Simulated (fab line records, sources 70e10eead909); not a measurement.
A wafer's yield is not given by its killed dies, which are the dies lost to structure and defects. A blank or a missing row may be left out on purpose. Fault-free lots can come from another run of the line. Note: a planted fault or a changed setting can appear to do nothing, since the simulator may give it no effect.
Which of the tools did it?	flow nandHarc	Sampling: 13 lots, 39 wafers, 5 of 1159 route steps

WHAT THE GAUGES READ, wafer by wafer
NHARC_A_BONDPAD_THK_MEAS_20: measures by xrf. Usual: thkNm reads 169.3 nm (standard deviation 1.8).
lot	measured	on	thkNm (nm)	flag
L904	day 18 08:02	filmMetro-02	170.0 169.8 171.6	
L902	day 18 09:33	filmMetro-01	167.4 167.9 168.5	
L901	day 18 12:29	filmMetro-02	169.1 169.0 165.8	
L906	day 18 13:34	filmMetro-01	171.3 171.4 170.9	
L905	day 18 14:17	filmMetro-01	172.9 172.1 168.7	
L903	day 18 16:12	filmMetro-02	171.1 168.7 167.8	
L917	day 22 00:47	filmMetro-02	170.5 169.2 170.4	
L918	day 22 08:07	filmMetro-01	166.2 170.0 170.7	
L919	day 23 04:58	filmMetro-02	166.8 166.8 165.1	
L922	day 23 19:42	filmMetro-01	168.5 168.8 169.1	
L923	day 23 20:38	filmMetro-02	168.6 171.9 169.0	

NHARC_END_SORT_01. Usual: defectLimitedYield 95.5 %, standard deviation 1.5; killedAtArray 27, standard deviation 10; killedAtOther 0.6, standard deviation 0.96; killedAtPeriphery 3.4, standard deviation 2.7; killedDies 31, standard deviation 10; killedOpen 2.9, standard deviation 1.8; killedShort 1.8, standard deviation 1.4; sort_bin_2_pct 1.4 %, standard deviation 0.66; sort_bin_3_pct 0.25 %, standard deviation 0.23; sort_bin_4_pct 2.8 %, standard deviation 0.94; sortNPass 646, standard deviation 10; sortRimYieldPct 96.2 %, standard deviation 2.6; sortYieldPct 95.5 %, standard deviation 1.5.
lot	measured	on	defectLimitedYield (%)	killedAtArray	killedAtOther	killedAtPeriphery	killedDies	killedOpen	killedShort	sort_bin_2_pct (%)	sort_bin_3_pct (%)	sort_bin_4_pct (%)	sortNPass	sortRimYieldPct (%)	sortYieldPct (%)	flag
L914	day 22 14:59	prober-01	0 0 0	674 676 675	1 0 2	2 1 0	677 677 677	3 3 1	1 2 0	97.8 97.3 97.5	0.15 0 0.44	2.1 2.7 2.1	0 0 0	0 0 0	0 0 0	OFF
L912	day 22 13:23	prober-02	0 0 0	676 675 677	0 0 0	1 2 0	677 677 677	0 3 3	6 1 1	95.7 97.2 96.2	0.59 0.15 1.03	3.7 2.7 2.8	0 0 0	0 0 0	0 0 0	OFF
L917	day 23 03:20	prober-02	97.6 97.6 97.2	15 15 18	0 0 1	1 1 0	16 16 19	5 2 4	3 5 4	1.0 0.1 1.0	0.15 0.74 0.30	1.2 1.5 1.5	661 661 658	98.1 97.2 99.1	97.6 97.6 97.2	

WHAT TOOL EACH LOT RAN ON (gives the tool, then ch and the chambers of the sampled wafers, and finally the start)
lot	NHARC_A_M1_DEP_00	NHARC_A_BONDPAD_DEGAS_25	NHARC_A_BONDPAD_PVD_17
L904	pecvd-03 ch 0,1, day 17 23:26	pvdSputter-03, day 18 06:22	pvdSputter-03, day 18 08:02 or earlier
L902	pecvd-01 ch 0,2, day 18 01:16	pvdSputter-02, day 18 08:08	pvdSputter-02, day 18 09:33 or earlier
L901	pecvd-01 ch 0,1, day 18 04:17	pvdSputter-01, day 18 11:05	pvdSputter-01, day 18 12:29 or earlier
L906	pecvd-02 ch 0,2, day 18 05:17	pvdSputter-02, day 18 12:10	pvdSputter-02, day 18 13:34 or earlier
L905	pecvd-03 ch 0,2, day 18 06:20	pvdSputter-03, day 18 12:53	pvdSputter-03, day 18 14:17 or earlier
L903	pecvd-01 ch 0,2, day 18 08:00	pvdSputter-02, day 18 14:48	pvdSputter-02, day 18 16:12 or earlier
L914	pecvd-01 ch 0,2, day 21 00:02	-	-
L912	pecvd-01 ch 0,2, day 21 01:19	-	-
L917	pecvd-02 ch 0,2, day 21 16:18	pvdSputter-02, day 21 23:23	pvdSputter-02, day 22 00:47 or earlier
L918	pecvd-03 ch 0,1, day 21 23:49	pvdSputter-01, day 22 06:42	pvdSputter-01, day 22 08:07 or earlier
L919	pecvd-03 ch 0,1,2, day 22 18:34	pvdSputter-01, day 23 03:15	pvdSputter-01, day 23 04:58 or earlier
L922	pecvd-03 ch 0,1,2, day 23 11:18	pvdSputter-02, day 23 17:59	pvdSputter-02, day 23 19:42 or earlier
L923	pecvd-03 ch 0,1,2, day 23 12:01	pvdSputter-02, day 23 18:55	pvdSputter-02, day 23 20:38 or earlier
- NHARC_A_M1_DEP_00: deposits SiOC, target thk 182.5 nm.
- NHARC_A_BONDPAD_DEGAS_25: time 60 s.
- NHARC_A_BONDPAD_PVD_17: deposits TaN, target thk 5 nm, time 8.06 s.

WHAT THE TOOLS THEMSELVES READ (means of the sampled wafers that have a number; where no wafer has one, the mark that the record gives instead)
NHARC_A_BONDPAD_DEGAS_25. Usual: heaterPowerW 466 W, standard deviation 54; susceptorTempC 300.01 C, standard deviation 0.21.
lot	tool	heaterPowerW (W)	susceptorTempC (C)	flag
L904	pvdSputter-03	490	300.06	
L902	pvdSputter-02	468	300.12	
L901	pvdSputter-01	505	300.01	
L906	pvdSputter-02	440	299.91	
L905	pvdSputter-03	496	300.04	
L903	pvdSputter-02	396	300.24	
L917	pvdSputter-02	460	300.30	
L918	pvdSputter-01	512	300.27	
L919	pvdSputter-01	478	300.10	
L922	pvdSputter-02	443	300.16	
L923	pvdSputter-02	468	300.05	

NHARC_A_BONDPAD_PVD_17. Usual: substrateTempC 50.03 C, standard deviation 0.11; throttleValvePct 29.8 %, standard deviation 0.68.
lot	tool	substrateTempC (C)	throttleValvePct (%)	flag
L904	pvdSputter-03	49.98	29.7	
L902	pvdSputter-02	50.05	29.8	
L901	pvdSputter-01	50.02	29.8	
L906	pvdSputter-02	49.96	29.5	
L905	pvdSputter-03	49.97	29.5	
L903	pvdSputter-02	50.08	29.9	
L917	pvdSputter-02	49.92	29.6	
L918	pvdSputter-01	50.08	30.3	
L919	pvdSputter-01	50.00	30.6	
L922	pvdSputter-02	50.05	29.6	
L923	pvdSputter-02	50.06	29.8	

THE ANSWER, worked out from the rows above alone
Rule: a lot is off if the mean of its wafers that have a number lies more than 3 standard deviations from the usual mean. Also off: a lot with no number at a reading for which 4 or more lots have one. Where the step has rows for the other lots, those lots are counted as sound. First the gauges in route order, then the tools' own readings, where a lot's mean is used as printed above. The first step at which some lot is off is used, and at that step the reading that is off furthest; a lot without a number counts as furthest.
Off, at NHARC_END_SORT_01 on sort_bin_2_pct: L914, L912. Neither off nor sound, because the step has no rows for them: L904, L902, L901, L906, L905, L903, L918, L919, L922, L923.
If a tool, at a process step before that reading, ran all the lots that are off and no sound lot after the first of them, it fits. Those tools and the gauges at NHARC_END_SORT_01 are tried in the same way. NHARC_A_BONDPAD_PVD_17: start missing for some lots; hours and lot order therefore follow NHARC_A_BONDPAD_THK_MEAS_20. One fits: NHARC_A_M1_DEP_00 on pecvd-01. It ran no sound lot before its first lot that is off in this sample, so the start can't be narrowed down.

WHAT WAS PUT IN BY THE SIMULATOR
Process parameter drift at NHARC_A_M1_DEP_00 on pecvd-01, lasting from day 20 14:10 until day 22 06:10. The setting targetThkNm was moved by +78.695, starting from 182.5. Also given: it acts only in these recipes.
Shown lots that were struck: L912, L914. The rule above reached the same finding.
